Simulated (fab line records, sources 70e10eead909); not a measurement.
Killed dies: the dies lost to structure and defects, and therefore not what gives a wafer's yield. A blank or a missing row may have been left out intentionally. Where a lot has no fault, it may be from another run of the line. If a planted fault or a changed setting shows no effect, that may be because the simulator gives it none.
Which tool did it? :: flow nandHarc :: 33 wafers from 11 lots sampled at 6 of the route's 1302 steps

WHAT THE GAUGES READ, wafer by wafer
NHARC_P_GATE_CD_MEAS_46: target cd 720 nm. Usual: cdNm 719.8 nm, standard deviation 1.7.
lot: L318
measured: day 5 07:35
on: cdSem-03
cdNm (nm): 720.5 720.5 720.4
flag: 

lot: L320
measured: day 6 05:11
on: cdSem-02
cdNm (nm): 714.7 718.4 715.3
flag: 

lot: L321
measured: day 6 10:55
on: cdSem-01
cdNm (nm): 719.1 720.2 718.0
flag: 

lot: L324
measured: day 7 17:55
on: cdSem-03
cdNm (nm): 720.0 721.0 719.5
flag: 

lot: L325
measured: day 8 15:22
on: cdSem-02
cdNm (nm): 718.7 719.2 719.2
flag: 

lot: L326
measured: day 8 20:47
on: cdSem-02
cdNm (nm): 718.8 716.8 718.6
flag: 

lot: L327
measured: day 9 00:50
on: cdSem-03
cdNm (nm): 718.2 719.8 717.3
flag: 

lot: L330
measured: day 10 10:44
on: cdSem-02
cdNm (nm): 719.2 717.8 721.3
flag: 

lot: L331
measured: day 10 14:59
on: cdSem-02
cdNm (nm): 720.9 721.5 720.2
flag: 

lot: L338
measured: day 13 17:31
on: cdSem-03
cdNm (nm): 721.6 720.0 721.1
flag: 

lot: L339
measured: day 14 00:31
on: cdSem-01
cdNm (nm): 722.1 718.8 720.8
flag: 

NHARC_P_GATE_INSPECT_68. Usual: rawDefectCount 202, standard deviation 75.
lot: L318
measured: day 5 14:02
on: defectInspect-01
rawDefectCount: 182 158 330
flag: 

lot: L320
measured: day 6 12:11
on: defectInspect-02
rawDefectCount: 153 132 149
flag: 

lot: L321
measured: day 6 17:44
on: defectInspect-02
rawDefectCount: 176 354 233
flag: 

lot: L324
measured: day 8 00:29
on: defectInspect-02
rawDefectCount: 116 144 152
flag: 

lot: L325
measured: day 8 21:47
on: defectInspect-02
rawDefectCount: 182 270 208
flag: 

lot: L326
measured: day 9 03:29
on: defectInspect-02
rawDefectCount: 132 107 119
flag: 

lot: L327
measured: day 9 07:16
on: defectInspect-02
rawDefectCount: 249 218 266
flag: 

lot: L330
measured: day 10 17:32
on: defectInspect-01
rawDefectCount: 455 134 172
flag: 

lot: L331
measured: day 10 21:30
on: defectInspect-01
rawDefectCount: 258 357 534
flag: 

lot: L338
measured: day 14 00:12
on: defectInspect-02
rawDefectCount: 257 248 417
flag: 

lot: L339
measured: day 14 07:04
on: defectInspect-02
rawDefectCount: 302 247 251
flag: 

NHARC_END_SORT_01. Usual: killedAtArray 62, standard deviation 18; killedAtOther 0.9, standard deviation 1.2; killedAtPeriphery 4.2, standard deviation 2.9; killedDies 67, standard deviation 17; killedOpen 3.6, standard deviation 1.9; killedShort 2.5, standard deviation 1.6.
lot: L330
measured: day 29 03:32
on: prober-01
killedAtArray: 22 30 29
killedAtOther: 1 2 2
killedAtPeriphery: 64 12 6
killedDies: 87 44 37
killedOpen: 3 6 4
killedShort: 2 1 1
flag: OFF

lot: L331
measured: day 29 04:18
on: prober-02
killedAtArray: 85 83 73
killedAtOther: 1 1 1
killedAtPeriphery: 4 3 51
killedDies: 90 87 125
killedOpen: 4 3 4
killedShort: 1 3 2
flag: OFF

EACH LOT AND THE TOOL THAT RAN IT (in order: tool; ch and the chambers of the sampled wafers; start)
lot: L318
NHARC_P_GATE_ETCHBACK_37: rieDiel-05 ch 1,2,3, day 5 06:43
NHARC_P_GATE_DESCUM_61: rieDiel-10 ch 1,3, day 5 09:30
NHARC_P_GATE_STRIP_113: plasmaAsher-01 ch 0,1, day 5 11:34

lot: L320
NHARC_P_GATE_ETCHBACK_37: rieDiel-05 ch 2,3, day 6 04:10
NHARC_P_GATE_DESCUM_61: rieDiel-10 ch 0,2,3, day 6 06:59
NHARC_P_GATE_STRIP_113: plasmaAsher-02 ch 0,1, day 6 09:47

lot: L321
NHARC_P_GATE_ETCHBACK_37: rieDiel-05 ch 0,2, day 6 10:01
NHARC_P_GATE_DESCUM_61: rieDiel-05 ch 0,1,2, day 6 12:53
NHARC_P_GATE_STRIP_113: plasmaAsher-02 ch 0,1, day 6 15:19

lot: L324
NHARC_P_GATE_ETCHBACK_37: rieDiel-03 ch 1,2,3, day 7 17:02
NHARC_P_GATE_DESCUM_61: rieDiel-05 ch 0,1,3, day 7 19:50
NHARC_P_GATE_STRIP_113: plasmaAsher-01 ch 0,1, day 7 21:55

lot: L325
NHARC_P_GATE_ETCHBACK_37: rieDiel-03 ch 1,2,3, day 8 14:19
NHARC_P_GATE_DESCUM_61: rieDiel-05 ch 1,3, day 8 17:10
NHARC_P_GATE_STRIP_113: plasmaAsher-01 ch 0,1, day 8 19:14

lot: L326
NHARC_P_GATE_ETCHBACK_37: rieDiel-03 ch 0,1,2, day 8 19:46
NHARC_P_GATE_DESCUM_61: rieDiel-10 ch 0,1,2, day 8 22:42
NHARC_P_GATE_STRIP_113: plasmaAsher-02 ch 0,1, day 9 00:50

lot: L327
NHARC_P_GATE_ETCHBACK_37: rieDiel-03 ch 0,3, day 8 23:57
NHARC_P_GATE_DESCUM_61: rieDiel-03 ch 0,1,2, day 9 02:40
NHARC_P_GATE_STRIP_113: plasmaAsher-01 ch 0,1, day 9 04:50

lot: L330
NHARC_P_GATE_ETCHBACK_37: rieDiel-03 ch 0,1,2, day 10 09:43
NHARC_P_GATE_DESCUM_61: rieDiel-10 ch 0,2, day 10 12:38
NHARC_P_GATE_STRIP_113: plasmaAsher-01 ch 0,1, day 10 14:44

lot: L331
NHARC_P_GATE_ETCHBACK_37: rieDiel-03 ch 0,1,2, day 10 14:06
NHARC_P_GATE_DESCUM_61: rieDiel-03 ch 0,2,3, day 10 16:46
NHARC_P_GATE_STRIP_113: plasmaAsher-01 ch 0,1, day 10 19:10

lot: L338
NHARC_P_GATE_ETCHBACK_37: rieDiel-03 ch 1,2,3, day 13 16:29
NHARC_P_GATE_DESCUM_61: rieDiel-03 ch 0,1,3, day 13 19:27
NHARC_P_GATE_STRIP_113: plasmaAsher-02 ch 0,1, day 13 21:41

lot: L339
NHARC_P_GATE_ETCHBACK_37: rieDiel-05 ch 0,1,2, day 13 23:29
NHARC_P_GATE_DESCUM_61: rieDiel-05 ch 0,1,2, day 14 02:26
NHARC_P_GATE_STRIP_113: plasmaAsher-02 ch 0,1, day 14 04:32
- NHARC_P_GATE_ETCHBACK_37: etches the open film in CHF3/O2, target depth 34.5 nm, time 17.2 s.
- NHARC_P_GATE_DESCUM_61: chemistry O2, time 3 s.
- NHARC_P_GATE_STRIP_113: strips in N2/H2, time 740 s.

WHAT THE TOOLS THEMSELVES READ (means of the sampled wafers that have a number; where no wafer has one, the mark that the record gives instead)
NHARC_P_GATE_ETCHBACK_37. Usual: drypumpMotorCurrentA 5.7 A, standard deviation 0.43; o2FlowSccm 9.998 sccm, standard deviation 0.027; oesProductAu 0.95 a.u., standard deviation 0.03; rfVppV 371.5 V, standard deviation 1.8; showerheadPlenumPTorr 2.44 Torr, standard deviation 0.073; throttleValvePct 20.572 %, standard deviation 0.0088.
lot: L318
tool: rieDiel-05
drypumpMotorCurrentA (A): 5.8
o2FlowSccm (sccm): 9.991
oesProductAu (a.u.): 0.93
rfVppV (V): 371.4
showerheadPlenumPTorr (Torr): 2.48
throttleValvePct (%): 20.572
flag: 

lot: L320
tool: rieDiel-05
drypumpMotorCurrentA (A): 5.7
o2FlowSccm (sccm): 10.008
oesProductAu (a.u.): 0.93
rfVppV (V): 372.2
showerheadPlenumPTorr (Torr): 2.47
throttleValvePct (%): 20.575
flag: 

lot: L321
tool: rieDiel-05
drypumpMotorCurrentA (A): 6.0
o2FlowSccm (sccm): 10.000
oesProductAu (a.u.): 0.92
rfVppV (V): 370.3
showerheadPlenumPTorr (Torr): 2.39
throttleValvePct (%): 20.571
flag: 

lot: L324
tool: rieDiel-03
drypumpMotorCurrentA (A): 5.3
o2FlowSccm (sccm): 9.992
oesProductAu (a.u.): 0.93
rfVppV (V): 371.1
showerheadPlenumPTorr (Torr): 2.45
throttleValvePct (%): 20.569
flag: 

lot: L325
tool: rieDiel-03
drypumpMotorCurrentA (A): 5.3
o2FlowSccm (sccm): 10.006
oesProductAu (a.u.): 0.93
rfVppV (V): 372.1
showerheadPlenumPTorr (Torr): 2.45
throttleValvePct (%): 20.571
flag: 

lot: L326
tool: rieDiel-03
drypumpMotorCurrentA (A): 5.2
o2FlowSccm (sccm): 10.015
oesProductAu (a.u.): 0.92
rfVppV (V): 373.3
showerheadPlenumPTorr (Torr): 2.50
throttleValvePct (%): 20.570
flag: 

lot: L327
tool: rieDiel-03
drypumpMotorCurrentA (A): 5.4
o2FlowSccm (sccm): 9.998
oesProductAu (a.u.): 0.95
rfVppV (V): 371.4
showerheadPlenumPTorr (Torr): 2.46
throttleValvePct (%): 20.569
flag: 

lot: L330
tool: rieDiel-03
drypumpMotorCurrentA (A): 5.2
o2FlowSccm (sccm): 9.998
oesProductAu (a.u.): 0.93
rfVppV (V): 372.9
showerheadPlenumPTorr (Torr): 2.50
throttleValvePct (%): 20.578
flag: 

lot: L331
tool: rieDiel-03
drypumpMotorCurrentA (A): 5.2
o2FlowSccm (sccm): 9.968
oesProductAu (a.u.): 0.99
rfVppV (V): 372.3
showerheadPlenumPTorr (Torr): 2.50
throttleValvePct (%): 20.574
flag: 

lot: L338
tool: rieDiel-03
drypumpMotorCurrentA (A): 5.3
o2FlowSccm (sccm): 10.014
oesProductAu (a.u.): 0.94
rfVppV (V): 371.2
showerheadPlenumPTorr (Torr): 2.45
throttleValvePct (%): 20.571
flag: 

lot: L339
tool: rieDiel-05
drypumpMotorCurrentA (A): 5.9
o2FlowSccm (sccm): 9.993
oesProductAu (a.u.): 0.93
rfVppV (V): 371.9
showerheadPlenumPTorr (Torr): 2.43
throttleValvePct (%): 20.572
flag: 

NHARC_P_GATE_DESCUM_61. Usual: drypumpMotorCurrentA 5.8 A, standard deviation 0.5; o2FlowSccm 200.0 sccm, standard deviation 0.61; oesProductAu 0.999 a.u., standard deviation 0.011; rfVppV 57.9 V, standard deviation 0.87; showerheadPlenumPTorr 1.94 Torr, standard deviation 0.065; throttleValvePct 11.311 %, standard deviation 0.01.
lot: L318
tool: rieDiel-10
drypumpMotorCurrentA (A): 6.3
o2FlowSccm (sccm): 199.9
oesProductAu (a.u.): 0.998
rfVppV (V): 57.8
showerheadPlenumPTorr (Torr): 1.97
throttleValvePct (%): 11.305
flag: 

lot: L320
tool: rieDiel-10
drypumpMotorCurrentA (A): 6.0
o2FlowSccm (sccm): 200.5
oesProductAu (a.u.): 1.004
rfVppV (V): 57.4
showerheadPlenumPTorr (Torr): 1.88
throttleValvePct (%): 11.312
flag: 

lot: L321
tool: rieDiel-05
drypumpMotorCurrentA (A): 5.9
o2FlowSccm (sccm): 200.4
oesProductAu (a.u.): 0.999
rfVppV (V): 57.1
showerheadPlenumPTorr (Torr): 1.94
throttleValvePct (%): 11.313
flag: 

lot: L324
tool: rieDiel-05
drypumpMotorCurrentA (A): 5.9
o2FlowSccm (sccm): 199.6
oesProductAu (a.u.): 0.988
rfVppV (V): 58.3
showerheadPlenumPTorr (Torr): 1.93
throttleValvePct (%): 11.318
flag: 

lot: L325
tool: rieDiel-05
drypumpMotorCurrentA (A): 5.7
o2FlowSccm (sccm): 200.3
oesProductAu (a.u.): 0.997
rfVppV (V): 57.6
showerheadPlenumPTorr (Torr): 1.97
throttleValvePct (%): 11.309
flag: 

lot: L326
tool: rieDiel-10
drypumpMotorCurrentA (A): 6.1
o2FlowSccm (sccm): 200.1
oesProductAu (a.u.): 1.002
rfVppV (V): 58.3
showerheadPlenumPTorr (Torr): 1.90
throttleValvePct (%): 11.322
flag: 

lot: L327
tool: rieDiel-03
drypumpMotorCurrentA (A): 5.2
o2FlowSccm (sccm): 199.8
oesProductAu (a.u.): 0.998
rfVppV (V): 57.9
showerheadPlenumPTorr (Torr): 1.99
throttleValvePct (%): 11.314
flag: 

lot: L330
tool: rieDiel-10
drypumpMotorCurrentA (A): 6.2
o2FlowSccm (sccm): 200.1
oesProductAu (a.u.): 0.998
rfVppV (V): 57.3
showerheadPlenumPTorr (Torr): 1.86
throttleValvePct (%): 11.308
flag: 

lot: L331
tool: rieDiel-03
drypumpMotorCurrentA (A): 5.4
o2FlowSccm (sccm): 198.9
oesProductAu (a.u.): 0.992
rfVppV (V): 58.5
showerheadPlenumPTorr (Torr): 1.94
throttleValvePct (%): 11.313
flag: 

lot: L338
tool: rieDiel-03
drypumpMotorCurrentA (A): 5.4
o2FlowSccm (sccm): 199.3
oesProductAu (a.u.): 1.002
rfVppV (V): 57.7
showerheadPlenumPTorr (Torr): 1.97
throttleValvePct (%): 11.310
flag: 

lot: L339
tool: rieDiel-05
drypumpMotorCurrentA (A): 5.9
o2FlowSccm (sccm): 199.9
oesProductAu (a.u.): 0.994
rfVppV (V): 58.9
showerheadPlenumPTorr (Torr): 1.94
throttleValvePct (%): 11.306
flag: 

NHARC_P_GATE_STRIP_113. Usual: drypumpMotorCurrentA 5.8 A, standard deviation 0.42; heaterPowerW 88 W, standard deviation 7.6.
lot: L318
tool: plasmaAsher-01
drypumpMotorCurrentA (A): 5.5
heaterPowerW (W): 95
flag: 

lot: L320
tool: plasmaAsher-02
drypumpMotorCurrentA (A): 6.2
heaterPowerW (W): 85
flag: 

lot: L321
tool: plasmaAsher-02
drypumpMotorCurrentA (A): 6.2
heaterPowerW (W): 86
flag: 

lot: L324
tool: plasmaAsher-01
drypumpMotorCurrentA (A): 5.5
heaterPowerW (W): 90
flag: 

lot: L325
tool: plasmaAsher-01
drypumpMotorCurrentA (A): 5.3
heaterPowerW (W): 87
flag: 

lot: L326
tool: plasmaAsher-02
drypumpMotorCurrentA (A): 6.2
heaterPowerW (W): 90
flag: 

lot: L327
tool: plasmaAsher-01
drypumpMotorCurrentA (A): 5.3
heaterPowerW (W): 88
flag: 

lot: L330
tool: plasmaAsher-01
drypumpMotorCurrentA (A): 5.5
heaterPowerW (W): 91
flag: 

lot: L331
tool: plasmaAsher-01
drypumpMotorCurrentA (A): 5.3
heaterPowerW (W): 89
flag: 

lot: L338
tool: plasmaAsher-02
drypumpMotorCurrentA (A): 6.2
heaterPowerW (W): 90
flag: 

lot: L339
tool: plasmaAsher-02
drypumpMotorCurrentA (A): 6.2
heaterPowerW (W): 86
flag: 

THE ANSWER, worked out from the rows above alone
Rule: take the mean of a lot's wafers that have a number; if it is more than 3 standard deviations from the usual mean, the lot is off. A lot without any number at a reading at which 4 lots or more have one is off too. The other lots that the step has rows for count as sound. The gauges are gone through in route order, then the tools' own readings, and for those a lot's mean is taken as printed above. The first step at which some lot is off is used, and at that step the reading that is off furthest; a lot without a number counts as furthest.
Off, at NHARC_END_SORT_01 on killedAtPeriphery: L330, L331. Neither off nor sound, because the step has no rows for them: L318, L320, L321, L324, L325, L326, L327, L338, L339.
If a tool, at a process step before that reading, ran all the lots that are off and no sound lot after the first of them, it fits. Those tools and the gauges at NHARC_END_SORT_01 are tried in the same way. 2 tools fit, rieDiel-03 at NHARC_P_GATE_ETCHBACK_37 and plasmaAsher-01 at NHARC_P_GATE_STRIP_113, so this cannot tell which one it is.

WHAT THE SIMULATOR PUT IN
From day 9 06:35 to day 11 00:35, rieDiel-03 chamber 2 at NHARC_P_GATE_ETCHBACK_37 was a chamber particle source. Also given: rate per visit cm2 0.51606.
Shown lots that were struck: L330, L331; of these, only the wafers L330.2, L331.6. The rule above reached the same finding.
